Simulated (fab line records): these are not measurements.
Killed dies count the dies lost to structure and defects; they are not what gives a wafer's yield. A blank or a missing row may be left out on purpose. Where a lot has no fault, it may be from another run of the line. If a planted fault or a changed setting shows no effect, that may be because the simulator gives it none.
Matching of chambers	flow n5 finfet	pecvd-03 running N5_BEOL_M7_DEP_56: 3 sister chambers
The step deposits SiCN from 3MS/NH3, target thk 10 nm, time 17.5 s. 20 wafers are shown with their chamber, then 10 later ones without.

## WAFERS WITH THEIR CHAMBER
wafer	chamber	throttle valve pct (%)	showerhead plenum p Torr (Torr)
L075.1	0	9.3	3.666
L075.4	0	9.6	3.660
L075.5	0	9.3	3.668
L078.1	0	9.4	3.656
L078.4	0	9.5	3.659
L078.6	1	8.5	3.658
L083.1	1	8.7	3.644
L083.4	0	9.4	3.653
L083.6	0	9.3	3.668
L084.2	1	8.8	3.652
L084.3	1	9.0	3.650
L084.5	2	9.0	3.647
L089.1	1	8.9	3.642
L089.2	2	8.8	3.641
L089.3	0	9.3	3.672
L089.4	2	9.0	3.649
L089.5	1	8.7	3.651
L089.6	0	9.4	3.658
L093.2	0	10.1	3.665
L093.3	2	9.2	3.647

SIGNATURES (averages over the wafers above)
reading	chamber 0	chamber 1	chamber 2	scatter within a chamber
throttle valve pct	9.460	8.767	9.000	0.214
showerhead plenum p Torr	3.66250	3.64950	3.64600	0.00566
Rule: a wafer lies at a distance from a chamber equal to the root of the sum of squares, over the readings, of (its reading less the chamber's mean, divided by the reading's scatter). If the next closest chamber is less than 2 further off than the closest, the wafer can't be placed; otherwise it belongs to the closest. The scatter: the root of (the sum of the squares of (reading less its chamber's mean) over the shown wafers, divided by (wafers less chambers)).

## WAFERS WITHOUT THEIR CHAMBER
wafer	throttle valve pct (%)	showerhead plenum p Torr (Torr)
L093.4	9.0	3.639
L095.1	8.7	3.651
L095.3	8.9	3.654
L095.6	9.8	3.659
L096.1	9.1	3.643
L096.2	8.8	3.661
L096.3	9.0	3.636
L096.4	8.9	3.658
L096.5	8.9	3.654
L096.6	9.1	3.643

## WHICH CHAMBER EACH WENT THROUGH
wafer	from the rows above	in truth
L093.4	can't be placed: 2 or 1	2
L095.1	can't be placed: 1 or 2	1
L095.3	can't be placed: 1 or 2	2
L095.6	0	0
L096.1	can't be placed: 2 or 1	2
L096.2	can't be placed: 1 or 2 or 0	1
L096.3	can't be placed: 2 or 1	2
L096.4	can't be placed: 1 or 2 or 0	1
L096.5	can't be placed: 1 or 2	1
L096.6	can't be placed: 2 or 1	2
Placed correctly: 1 of 10. Not placeable from these rows: 9 (in 9, the candidates include the true chamber). 0 placed wrongly.
